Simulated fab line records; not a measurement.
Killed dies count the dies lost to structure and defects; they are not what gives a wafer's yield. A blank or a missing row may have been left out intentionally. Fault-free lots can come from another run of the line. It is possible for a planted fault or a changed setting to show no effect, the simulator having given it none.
Lot-split experiment    flow n5-finfet    7 lots, 39 wafers read, on a route of 1938 steps

## SPLIT DETAILS
At N5_DUMMY_GATE_ETCH_37 (etches SOC in N2/H2, target depth 60 nm, overetch 30 nm), the setting source-w was moved away from the recipe's 840 W on 18 of the 39 wafers read, by -17.3% to +16.1%. For the rest of the wafers, this setting stayed at what the recipe calls for.

The reading comes from the split's own step.

## THE READING
rf-vpp-V, in V, at N5_DUMMY_GATE_ETCH_37 (etches SOC in N2/H2, target depth 60 nm, overetch 30 nm). Fault-free wafers of this fab line usually give 523.9 V, standard deviation 2.8 V.

wafer   tool, chamber at the split  source-w as run, W  against the recipe  rf-vpp-V, V  against lot-mates on the recipe
L075.2  rie-diel-01, 1              840                 recipe              526.9        -
L075.3  rie-diel-01, 0              840                 recipe              523.1        -
L075.6  rie-diel-01, 0              840                 recipe              523.7        -
L077.1  rie-diel-01, 1              840                 recipe              526.4        -
L077.2  rie-diel-01, 2              957.2               +14.0%              504.8        -19.3
L077.3  rie-diel-01, 0              840                 recipe              522.7        -
L077.4  rie-diel-01, 3              840                 recipe              523.2        -
L077.5  rie-diel-01, 1              957.2               +14.0%              504.2        -19.9
L077.6  rie-diel-01, 0              957.2               +14.0%              501.5        -22.6
L080.1  rie-diel-03, 0              927.2               +10.4%              510.4        -13.4
L080.2  rie-diel-03, 2              927.2               +10.4%              510.1        -13.7
L080.3  rie-diel-03, 3              840                 recipe              522.9        -
L080.4  rie-diel-03, 1              927.2               +10.4%              503.6        -20.2
L080.5  rie-diel-03, 2              840                 recipe              526.5        -
L080.6  rie-diel-03, 3              840                 recipe              522.1        -
L082.1  rie-diel-03, 1              694.5               -17.3%              553.0        +27.9
L082.2  rie-diel-03, 2              694.5               -17.3%              562.2        +37.1
L082.3  rie-diel-03, 3              840                 recipe              521.4        -
L082.4  rie-diel-03, 0              840                 recipe              526.6        -
L082.5  rie-diel-03, 0              840                 recipe              527.2        -
L082.6  rie-diel-03, 3              694.5               -17.3%              555.1        +30.0
L084.1  rie-diel-03, 1              711.6               -15.3%              549.4        +26.9
L084.2  rie-diel-03, 2              840                 recipe              526.6        -
L084.3  rie-diel-03, 0              711.6               -15.3%              556.4        +33.9
L084.4  rie-diel-03, 3              840                 recipe              520.5        -
L084.5  rie-diel-03, 2              711.6               -15.3%              555.4        +32.9
L084.6  rie-diel-03, 1              840                 recipe              520.5        -
L088.1  rie-diel-01, 0              840                 recipe              524.1        -
L088.2  rie-diel-01, 3              719.9               -14.3%              552.1        +27.5
L088.3  rie-diel-01, 1              719.9               -14.3%              553.8        +29.2
L088.4  rie-diel-01, 1              840                 recipe              526.5        -
L088.5  rie-diel-01, 3              840                 recipe              523.2        -
L088.6  rie-diel-01, 0              719.9               -14.3%              551.3        +26.7
L097.1  rie-diel-01, 2              975.4               +16.1%              501.0        -24.3
L097.2  rie-diel-01, 0              975.4               +16.1%              499.5        -25.8
L097.3  rie-diel-01, 3              840                 recipe              524.4        -
L097.4  rie-diel-01, 3              840                 recipe              524.8        -
L097.5  rie-diel-01, 2              840                 recipe              526.7        -
L097.6  rie-diel-01, 0              975.4               +16.1%              498.4        -26.9

FIT RESULTS
A straight line over all 39 wafers: rf-vpp-V changes by -1.74 V for each +1% of source-w; r = -0.99; the points scatter about the line by 2.8 V.
The same after taking each lot's own level away (the mean of its wafers on the recipe; 39 wafers): -1.75 V for each +1%; r = -0.99; scatter 2.8 V.
On that fit, the largest move of source-w shifts the reading by 30 V.
The lots' own levels span 522.53 to 525.30 V, that is 1.0 times the standard deviation above.
Consequently the slope shifts little with the lot-to-lot level, the two slopes agreeing.
Check: for one of the wafers moved furthest among these (-17.3%), held out of the fit, the line's prediction against its lot-mates is +32.1 V. It came out at +27.9 V against them.
Tool readings at the split's step, against how far the setting was moved: rf-vpp-V r = -0.99.

## FURTHER SPLITS ON THESE WAFERS
Other splits were also applied to these wafers ahead of the reading. Each is held against what the fit with the lots' levels taken away leaves over:
other split on the same wafers           wafers away from the commonest value  r with rf-vpp-V (lot level and that fit taken away)
N5_FIN_SAQP_SPACER2_ALD_28 target-thk-a  18                                    -0.03

## THE FILE'S OWN FIT
rf-vpp-V changes by -1.76 V for each +1% of source-w, r = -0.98.
